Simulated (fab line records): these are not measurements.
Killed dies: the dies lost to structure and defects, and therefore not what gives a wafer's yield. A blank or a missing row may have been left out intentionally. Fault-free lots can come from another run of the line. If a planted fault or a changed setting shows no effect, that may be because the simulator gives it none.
Which tool was responsible?    flow nand_harc    7 lots with 21 wafers sampled at 3 steps, on a route of 1159 steps

== WHAT THE GAUGES READ, wafer by wafer ==
NHARC_THIN_TSV_THK_MEAS_02: measures by ir.
lot   measured      on             thk_nm (nm)
L698  day 19 06:03  film_metro-02  2770 2922 2877
L701  day 19 04:50  film_metro-02  2756 2795 2640
L699  day 19 16:40  film_metro-01  2802 3147 2815
L705  day 20 08:41  film_metro-01  3252 3309 2970
L706  day 20 15:40  film_metro-02  3098 3129 3356
L719  day 23 18:26  film_metro-02  2834 3146 2968
L718  day 23 23:30  film_metro-02  2991 2568 2861

== WHAT TOOL EACH LOT RAN ON (gives the tool, then ch and the chambers of the sampled wafers, and finally the start) ==
lot   NHARC_A_WL_FILL_PRECLEAN_18          NHARC_A_BONDPAD_PVD_27
L698  wet_bench-06 ch 1,5,6, day 16 00:16  pvd_sputter-02, day 19 06:03 or earlier
L701  wet_bench-06 ch 1,4,6, day 16 00:31  pvd_sputter-03, day 19 04:50 or earlier
L699  wet_bench-03 ch 2,5,6, day 16 04:55  pvd_sputter-01, day 19 16:40 or earlier
L705  wet_bench-06 ch 1,3,4, day 17 12:23  pvd_sputter-02, day 20 08:41 or earlier
L706  wet_bench-06 ch 0,2,3, day 18 00:19  pvd_sputter-02, day 20 15:40 or earlier
L719  wet_bench-05 ch 0,4,5, day 20 21:36  pvd_sputter-03, day 23 18:26 or earlier
L718  wet_bench-06 ch 3,4,7, day 21 00:33  pvd_sputter-03, day 23 23:30 or earlier
- NHARC_A_WL_FILL_PRECLEAN_18: cleans in dHF, time 30 s.
- NHARC_A_BONDPAD_PVD_27: deposits Cu, target thk 30 nm, time 20.49 s.

== THE ANSWER, worked out from the rows above alone ==
Rule: usual is defined by the lots themselves. Put in order of their means at a reading, lots are off if they are a third of the lots or fewer, leave a main group of 4 or more, and stand apart from it by a gap of 3 or more times the standard deviation of the main group's means; of several such gaps the widest counts. Not used: any main group whose means are identical at the precision the tables above print for the reading. Also off: a lot with no number at a reading for which 4 or more lots have one. All remaining lots with rows at the step are treated as sound.
Across all readings shown, no lot is off: no conclusion can be drawn from this.

== WHAT THE SIMULATOR HAD PUT IN ==
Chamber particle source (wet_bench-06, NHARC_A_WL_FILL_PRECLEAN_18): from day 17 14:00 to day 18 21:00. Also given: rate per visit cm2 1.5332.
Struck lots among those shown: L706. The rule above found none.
